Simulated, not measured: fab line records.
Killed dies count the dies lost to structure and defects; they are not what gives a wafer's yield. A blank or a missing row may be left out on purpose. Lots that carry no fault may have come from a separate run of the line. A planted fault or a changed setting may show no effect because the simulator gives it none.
Chamber matching || flow nand_harc || NHARC_HYBRID_BOND_ACTIVATE_00 on rie_diel-08: 4 sister chambers
The step chemistry N2, time 60 s. 4 wafers are shown with their chamber, then 7 later ones without.

== EACH WAFER AND ITS CHAMBER ==
{"wafer": "L568.3", "chamber": 1, "oes_product_au (a.u.)": 1.035}
{"wafer": "L568.4", "chamber": 3, "oes_product_au (a.u.)": 1.001}
{"wafer": "L566.2", "chamber": 2, "oes_product_au (a.u.)": 0.997}
{"wafer": "L566.3", "chamber": 0, "oes_product_au (a.u.)": 0.970}

== WAFERS WITH NO CHAMBER GIVEN ==
{"wafer": "L566.4", "oes_product_au (a.u.)": 0.981}
{"wafer": "L567.2", "oes_product_au (a.u.)": 1.027}
{"wafer": "L567.4", "oes_product_au (a.u.)": 0.994}
{"wafer": "L567.5", "oes_product_au (a.u.)": 0.994}
{"wafer": "L569.3", "oes_product_au (a.u.)": 0.966}
{"wafer": "L569.4", "oes_product_au (a.u.)": 0.992}
{"wafer": "L569.6", "oes_product_au (a.u.)": 0.985}

== CHAMBER TAKEN BY EACH ==
{"wafer": "L566.4", "from the rows above": "can't be placed: 0 or 2 or 3", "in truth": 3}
{"wafer": "L567.2", "from the rows above": 1, "in truth": 1}
{"wafer": "L567.4", "from the rows above": "can't be placed: 2 or 3", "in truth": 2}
{"wafer": "L567.5", "from the rows above": "can't be placed: 2 or 3", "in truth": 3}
{"wafer": "L569.3", "from the rows above": 0, "in truth": 0}
{"wafer": "L569.4", "from the rows above": "can't be placed: 2 or 3", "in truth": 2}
{"wafer": "L569.6", "from the rows above": "can't be placed: 2 or 0 or 3", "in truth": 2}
Correct placement for 2 of the 7. Can't be placed from these rows: 5 (the true chamber is among the candidates in 5). Placed wrongly: 0.
How it was worked out, from the rows above alone: a wafer's distance from a chamber is the root of the sum, over the readings, of the square of ((its reading less the chamber's mean) divided by the reading's scatter). The wafer belongs to the nearest chamber; if the next one is less than 2 further off, it can't be placed. A chamber's mean is the mean of its shown wafers. The scatter (one wafer shown for each chamber): square how far every hidden wafer sits from the nearest shown wafer, average those squares and take the square root.
